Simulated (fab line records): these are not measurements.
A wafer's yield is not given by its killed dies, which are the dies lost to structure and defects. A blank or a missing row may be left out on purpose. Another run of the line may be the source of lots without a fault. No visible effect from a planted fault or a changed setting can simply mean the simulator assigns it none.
fab line records    flow nand-harc
record: lots: 6  wafers: 18  last-day: 33
route steps=1302 shown P_M0@282 P_M1@285
lots that met no fault: from a run of the same line without faults
start-h: hours from the record's first day to the start of the lot's first wafer shown    wait-h: hours since the lot's step before    " same as the row above    L1.1+2: a single row standing in for several wafers    - no value present, or no start provided    * or withheld: withheld    < > ~ a bound
route shown NAME@n: NAME is a module with steps in the file, n the number in the route of the first one    usual: mean and standard deviation over wafers with no fault    same: alike in all rows    chamber/n: place in a boat    sites: the reading at each site    _std_site: the standard deviation of these    _edge_site: mean of outer sites minus mean of inner sites    radius-mm: how far each site lies from the wafer's centre    mask NAME#n: copy n    behind: the last tool/chamber to shape the wafer    hold: cause of the lot's hold/its duration in hours/its outcome    device: whichever transistor did not switch (one of n, p or np)    end of line: tests of these same wafers at the route's end    a step without rows: its recipe alone    killed: dies that structure and defects cost at the first sort, which is not the same as the wafer's yield    map: shows each die of a wafer: x if killed, . if not, _ if none is there
set.NAME: the setting the step ran with; set.NAME@STEP: the setting that earlier step ran with    model.NAME: the simulator's own value behind a step, which no gauge read
a table for each step, a row for each wafer; lots at some steps of the route
services: from which hour (start-h, from the record's first day; less than 0 if before it) a tool's chamber was out of use, for how many hours, and why
== steps ==
step: NHARC_P_M0_INSPECT_27
usual: raw-defect-count: 286/110
lot.wafer  tool               chamber  start-h  wait-h  raw-defect-count
L389.1     defect-inspect-01  -        145.64   0.0     312
L389.2     "                  -        "        "       225
L389.4     "                  -        "        "       264
L396.1     defect-inspect-01  -        216.31   0.0     310
L396.2     "                  -        "        "       263
L396.3     "                  -        "        "       226
L407.2     defect-inspect-01  -        328.83   0.0     221
L407.4     "                  -        "        "       264
L407.5     "                  -        "        "       202
L408.4     defect-inspect-02  -        338.21   0.0     186
L408.5     "                  -        "        "       282
L408.6     "                  -        "        "       149
L409.3     defect-inspect-02  -        338.65   0.0     407
L409.4     "                  -        "        "       313
L409.5     "                  -        "        "       305
L410.4     defect-inspect-01  -        352.29   0.0     331
L410.5     "                  -        "        "       347
L410.6     "                  -        "        "       358
step: NHARC_P_M0_PRE_CLEAN_31
recipe: time-s: 12  temp-c: 370  rf-power-w: 300  gas: NH3
usual: heater-power-w: 650/55
lot.wafer  tool      chamber  start-h  wait-h  heater-power-w
L389.2     pecvd-04  1        145.71   0.1     601
L389.1     "         2        "        "       600
L389.4     "         1        "        "       602
L396.2     pecvd-03  0        216.38   0.1     768
L396.3     "         1        "        "       685
L396.1     "         2        "        "       646
L407.2     pecvd-02  1        328.90   0.1     689
L407.4     "         1        "        "       676
L407.5     "         0        "        "       709
L408.5     pecvd-03  1        338.32   0.1     600
L408.6     "         2        "        "       567
L408.4     "         0        "        "       758
L409.3     pecvd-04  2        338.72   0.1     561
L409.4     "         0        "        "       646
L409.5     "         1        "        "       702
L410.6     pecvd-03  0        352.39   0.1     701
L410.5     "         1        "        "       600
L410.4     "         2        "        "       673
step: NHARC_P_M0_DEP_32
recipe: target-thk-a: 300  temp-c: 370  target-thk-nm: 30  pressure-torr: 3  flow-sccm: 200  rf-w: 450  material: SiCN
usual: heater-power-w: 599/57
lot.wafer  tool      chamber  start-h  wait-h  heater-power-w
L389.2     pecvd-04  1        145.78   0.1     634
L389.1     "         2        "        "       521
L389.4     "         1        "        "       649
L396.2     pecvd-03  0        216.46   0.1     690
L396.3     "         1        "        "       550
L396.1     "         2        "        "       526
L407.2     pecvd-02  1        328.98   0.1     624
L407.4     "         1        "        "       619
L407.5     "         0        "        "       674
L408.5     pecvd-03  1        338.49   0.2     636
L408.6     "         2        "        "       604
L408.4     "         0        "        "       652
L409.3     pecvd-04  2        338.80   0.1     596
L409.4     "         0        "        "       654
L409.5     "         1        "        "       602
L410.6     pecvd-03  0        352.56   0.2     732
L410.5     "         1        "        "       583
L410.4     "         2        "        "       608
step: NHARC_P_M1_DEP_00
recipe: target-thk-a: 1825  target-thk-nm: 182.5  temp-c: withheld  pressure-torr: 5  flow-sccm: 200  rf-w: 600  material: SiOC
step: NHARC_P_M1_DEHYDRATE_01
recipe: temp-c: 150  time-s: 120
step: NHARC_P_M1_HMDS_02
recipe: time-s: 30
step: NHARC_P_M1_COAT_34
recipe: temp-c: 200  time-s: 65
step: NHARC_P_M1_COAT_03
recipe: spin-rpm: 1500  resist-thk-nm: 90
step: NHARC_P_M1_SOFTBAKE_04
recipe: temp-c: 105  time-s: 55
step: NHARC_P_M1_EBR_05
step: NHARC_P_M1_EXPOSE_06
recipe: na: 1.35  target-cd-nm: 130  dose-mj: 81.88  mask-id: P_M1
step: NHARC_P_M1_PEB_07
recipe: peb-temp-c: 100  peb-time-s: 65
step: NHARC_P_M1_DEVELOP_08
recipe: develop-time-s: 35  dev-temp-c: 23
lot.wafer   tool            chamber  start-h  wait-h
L389.1+2+4  litho-track-01  0        146      -
L396.1+2+3  litho-track-06  0        217      -
L407.2+4+5  litho-track-06  0        330      -
L408.4+5+6  litho-track-06  0        339      -
L409.3+4+5  litho-track-01  0        339      -
L410.4+5+6  litho-track-04  0        353      -
step: NHARC_P_M1_CD_MEAS_09
recipe: target-cd-nm: 130  landing-energy-ev: 500
usual: cd-nm: 130.1/0.64
lot.wafer  tool       chamber  start-h  wait-h  cd-nm
L389.1     cd-sem-03  0        147.03   -       130.9
L389.2     "          0        "        "       130.1
L389.4     "          0        "        "       130.9
L396.1     cd-sem-01  0        217.68   -       131.5
L396.2     "          0        "        "       129.9
L396.3     "          0        "        "       130.6
L407.2     cd-sem-01  0        330.22   -       130.9
L407.4     "          0        "        "       129.4
L407.5     "          0        "        "       131.0
L408.4     cd-sem-01  0        339.75   -       128.3
L408.5     "          0        "        "       129.5
L408.6     "          0        "        "       129.0
L409.3     cd-sem-03  0        340.03   -       130.1
L409.4     "          0        "        "       131.1
L409.5     "          0        "        "       130.5
L410.4     cd-sem-03  0        353.69   -       129.7
L410.5     "          0        "        "       129.3
L410.6     "          0        "        "       130.2
step: NHARC_P_M1_OVL_MEAS_10
recipe: pitch-nm: 260
usual: overlay-x-nm: 0.1/1  overlay-y-nm: 0.1/0.77
lot.wafer  tool        chamber  start-h  wait-h  overlay-x-nm  overlay-y-nm
L389.1     overlay-01  -        147.12   -       -0.1          1.6
L389.2     "           -        "        "       0.8           0.6
L389.4     "           -        "        "       0.5           0.9
L396.1     overlay-01  -        217.77   -       0.4           0.3
L396.2     "           -        "        "       0.9           -0.2
L396.3     "           -        "        "       0.2           -0.3
L407.2     overlay-01  -        330.30   -       -1.3          -1.3
L407.4     "           -        "        "       -1.2          -1.8
L407.5     "           -        "        "       -0.6          -1.4
L408.4     overlay-02  -        339.83   -       -2.1          0.6
L408.5     "           -        "        "       -2.3          1.0
L408.6     "           -        "        "       -1.9          0.7
L409.3     overlay-01  -        340.11   -       -0.4          0.8
L409.4     "           -        "        "       -0.3          0.2
L409.5     "           -        "        "       -0.2          0.3
L410.4     overlay-01  -        353.77   -       1.0           0.2
L410.5     "           -        "        "       0.8           -0.5
L410.6     "           -        "        "       1.3           -0.3
step: NHARC_P_M1_INSPECT_11
usual: raw-defect-count: 4.5/2.6
lot.wafer  tool               chamber  start-h  wait-h  raw-defect-count
L389.1     defect-inspect-01  -        147.15   0.0     4
L389.2     "                  -        "        "       1
L389.4     "                  -        "        "       6
L396.1     defect-inspect-02  -        217.80   0.0     5
L396.2     "                  -        "        "       4
L396.3     "                  -        "        "       0
L407.2     defect-inspect-02  -        330.34   0.0     3
L407.4     "                  -        "        "       4
L407.5     "                  -        "        "       6
L408.4     defect-inspect-01  -        339.86   0.0     3
L408.5     "                  -        "        "       3
L408.6     "                  -        "        "       4
L409.3     defect-inspect-01  -        340.15   0.0     2
L409.4     "                  -        "        "       4
L409.5     "                  -        "        "       4
L410.4     defect-inspect-01  -        353.81   0.0     3
L410.5     "                  -        "        "       3
L410.6     "                  -        "        "       4
step: NHARC_P_M1_DESCUM_14
recipe: time-s: 3  o2-flow-sccm: 200  ar-flow-sccm: 0  bias-power-w: 0  chemistry: O2
usual: drypump-motor-current-A: 5.6/0.35  oes-product-au: 0.999/0.011  rf-vpp-V: 57.8/0.89  showerhead-plenum-p-Torr: 1.89/0.08  throttle-valve-pct: 11.311/0.0083
same: bias-power-w: 0
lot.wafer  tool         chamber  start-h  wait-h  drypump-motor-current-A  oes-product-au  rf-hours-counter-h  rf-vpp-V  showerhead-plenum-p-Torr  throttle-valve-pct  model.P_M1.cd-nm
L389.1     rie-diel-01  3        147.21   0.1     5.8                      1.000           8                   57.4      1.93                      11.311              132.1
L389.2     "            0        "        "       5.9                      0.983           8                   56.7      1.83                      11.307              130.3
L389.4     "            2        "        "       5.4                      0.980           7                   57.2      1.96                      11.312              131
L396.3     rie-diel-01  2        217.86   0.1     5.5                      1.015           0                   58.9      1.96                      11.316              131
L396.1     "            0        "        "       5.9                      1.019           0                   57.1      1.83                      11.325              131.8
L396.2     "            1        "        "       5.1                      0.989           0                   59.3      1.81                      11.286              130.1
L407.2     rie-diel-08  1        330.40   0.1     6.2                      1.003           12                  57.0      1.79                      11.306              131.8
L407.4     "            2        "        "       5.4                      1.005           13                  57.7      1.95                      11.301              129.3
L407.5     "            1        "        "       6.2                      1.003           -                   56.7      1.79                      11.315              131.8
L408.4     rie-diel-08  0        339.96   0.1     5.2                      0.999           -                   58.3      2.03                      11.319              128.9
L408.5     "            0        "        "       5.2                      0.998           -                   58.7      2.03                      11.318              130.3
L408.6     "            1        "        "       6.2                      0.992           -                   57.5      1.79                      11.301              130.3
L409.3     rie-diel-08  1        340.32   0.2     6.2                      0.987           -                   57.8      1.79                      11.305              131.3
L409.4     "            0        "        "       5.2                      0.998           -                   58.1      2.03                      11.325              131
L409.5     "            1        "        "       6.2                      0.986           -                   57.8      1.79                      11.322              131.2
L410.4     rie-diel-01  3        353.89   0.1     5.7                      0.995           8                   58.3      1.93                      11.305              129.9
L410.5     "            0        "        "       5.9                      1.010           -                   58.0      1.83                      11.305              129.8
L410.6     "            1        "        "       5.1                      0.987           -                   56.7      1.81                      11.311              130.1
step: NHARC_P_M1_ETCH_35
recipe: target-depth-a: 400  overetch-a: 120  time-s: 43.94  ion-energy-ev: 200  n2-flow-sccm: 150  h2-flow-sccm: 150  ar-flow-sccm: 0  rf-w: 400  bias-w: 150  chemistry: N2/H2
usual: drypump-motor-current-A: 5.6/0.35  oes-product-au: 1.000/0.0098  rf-vpp-V: 429.7/2.5  showerhead-plenum-p-Torr: 2.02/0.087  throttle-valve-pct: 14.172/0.0082
lot.wafer  tool         chamber  start-h  wait-h  drypump-motor-current-A  oes-product-au  rf-hours-counter-h  rf-vpp-V  showerhead-plenum-p-Torr  throttle-valve-pct
L389.2     rie-diel-01  3        147.30   0.1     5.8                      1.011           8                   429.3     2.06                      14.155
L389.1     "            0        "        "       5.9                      0.992           8                   427.3     1.95                      14.160
L389.4     "            1        "        "       5.1                      1.002           7                   427.1     1.93                      14.175
L396.3     rie-diel-01  2        217.95   0.1     5.5                      1.011           0                   433.0     2.09                      14.168
L396.1     "            3        "        "       5.7                      1.000           0                   429.2     2.06                      14.185
L396.2     "            0        "        "       5.9                      1.014           0                   428.1     1.95                      14.177
L407.4     rie-diel-08  3        330.49   0.1     5.7                      0.986           12                  426.7     1.90                      14.169
L407.2     "            1        "        "       6.2                      1.002           12                  425.6     1.90                      14.172
L407.5     "            2        "        "       5.4                      1.009           -                   431.1     2.08                      14.181
L408.4     rie-diel-08  0        340.08   0.1     5.2                      0.993           -                   433.8     2.17                      14.169
L408.6     "            0        "        "       5.2                      0.994           -                   435.3     2.17                      14.165
L408.5     "            1        "        "       6.2                      1.000           -                   427.0     1.90                      14.182
L409.4     rie-diel-08  1        340.44   0.1     6.2                      0.984           -                   427.5     1.90                      14.162
L409.3     "            0        "        "       5.2                      0.990           -                   433.9     2.17                      14.153
L409.5     "            1        "        "       6.2                      0.986           -                   426.4     1.90                      14.183
L410.4     rie-diel-01  2        353.96   0.1     5.5                      1.007           8                   430.7     2.09                      14.165
L410.6     "            1        "        "       5.1                      0.986           -                   429.0     1.92                      14.174
L410.5     "            2        "        "       5.5                      1.008           -                   433.0     2.09                      14.173
step: NHARC_P_M1_ETCH_15
recipe: target-depth-a: 1825  time-s: 91.2  c4f8-flow-sccm: withheld  ar-flow-sccm: 400  rf-w: 600  bias-w: 300  chemistry: C4F8/Ar
usual: oes-product-au: 0.955/0.02  rf-vpp-V: 439.9/2.6
lot.wafer  tool         chamber  start-h  wait-h  oes-product-au  rf-hours-counter-h  rf-vpp-V  model.P_M1.cd-nm
L389.4     rie-diel-01  2        -        -       0.968           7                   442.3     131.4
L389.1     "            3        "        "       0.972           8                   442.3     132.1
L389.2     "            1        "        "       0.988           7                   439.0     130
L396.1     rie-diel-01  2        -        -       0.969           0                   442.6     132.2
L396.3     "            3        "        "       0.971           0                   440.4     131.4
L396.2     "            0        "        "       0.993           0                   437.8     130
L407.4     rie-diel-08  3        -        -       0.963           12                  437.9     130.1
L407.2     "            2        "        "       0.958           13                  442.1     131.8
L407.5     "            3        "        "       0.961           -                   437.7     131.7
L408.4     rie-diel-08  0        340.23   0.1     0.947           -                   444.8     128.8
L408.6     "            1        "        "       0.953           -                   437.7     129.8
L408.5     "            0        "        "       0.942           -                   444.0     130
L409.4     rie-diel-08  1        340.57   0.1     0.947           -                   436.2     130.9
L409.3     "            0        "        "       0.952           -                   444.4     131.4
L409.5     "            0        "        "       0.951           -                   444.2     131.1
L410.4     rie-diel-01  1        -        -       0.951           7                   437.7     130.4
L410.6     "            0        "        "       0.967           -                   439.4     130.6
L410.5     "            1        "        "       0.951           -                   437.1     130.2
step: NHARC_P_M1_CD_MEAS_16
usual: cd-nm: 130.4/0.85
lot.wafer  tool       chamber  start-h  wait-h  cd-nm
L389.1     cd-sem-03  -        147.52   -       131.8
L389.2     "          -        "        "       130.3
L389.4     "          -        "        "       131.8
L396.1     cd-sem-03  -        218.17   -       132.2
L396.2     "          -        "        "       130.0
L396.3     "          -        "        "       131.4
L407.2     cd-sem-03  -        330.71   -       131.6
L407.4     "          -        "        "       130.0
L407.5     "          -        "        "       131.9
L408.4     cd-sem-01  -        340.37   0.1     128.5
L408.5     "          -        "        "       130.1
L408.6     "          -        "        "       130.0
L409.3     cd-sem-01  -        340.73   0.1     131.3
L409.4     "          -        "        "       131.1
L409.5     "          -        "        "       130.9
L410.4     cd-sem-03  -        354.18   -       130.4
L410.5     "          -        "        "       130.2
L410.6     "          -        "        "       130.5
== services ==
tool         chamber  start-h  hours  kind
rie-diel-08  -        136.70   0.5    repair
rie-diel-08  -        143.00   0.6    repair
pecvd-04     1        157.67   2.4    repair
rie-diel-01  0        167.47   2.4    repair
rie-diel-08  -        175.21   1.2    repair
rie-diel-08  3        181.82   10.5   repair
pecvd-03     -        185.57   13.0   pm
rie-diel-08  -        190.89   9.0    pm
rie-diel-01  -        198.47   2.6    repair
rie-diel-01  -        203.80   9.0    pm
rie-diel-01  0        220.92   9.2    repair
pecvd-03     -        221.15   1.6    repair
rie-diel-08  1        246.68   5.4    repair
pecvd-03     1        247.46   8.8    repair
pecvd-04     -        269.22   13.0   pm
rie-diel-01  2        273.27   2.7    repair
rie-diel-01  -        276.56   0.2    repair
rie-diel-01  1        293.18   7.1    repair
rie-diel-08  2        297.66   5.6    repair
pecvd-04     -        297.73   1.5    repair
rie-diel-01  1        307.91   6.5    repair
pecvd-04     -        328.28   5.0    repair
rie-diel-08  2        331.28   20.0   repair
rie-diel-08  3        335.12   5.8    repair
== key ==
first-sign none at tools or gauges
model-effect: step: NHARC_P_M1_DESCUM_14  value: P_M1.cd-nm  without: 130.9  struck: 129.5
model-effect: step: NHARC_P_M1_ETCH_15  value: P_M1.cd-nm  without: 131  struck: 129.6
met-at NHARC_P_M1_DEVELOP_08
struck-wafers L407.4,L408.4,L408.6
onset-between 217 330
fault: kind: process-parameter-drift  tool: litho-track-06  chamber: -  onset-h: 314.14  steps: NHARC_P_M1_DEVELOP_08  channel: develop-time-s  offset: *  shape: step  end-h: 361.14  scope: struck-wafers-only  acts-in: *  stated: *
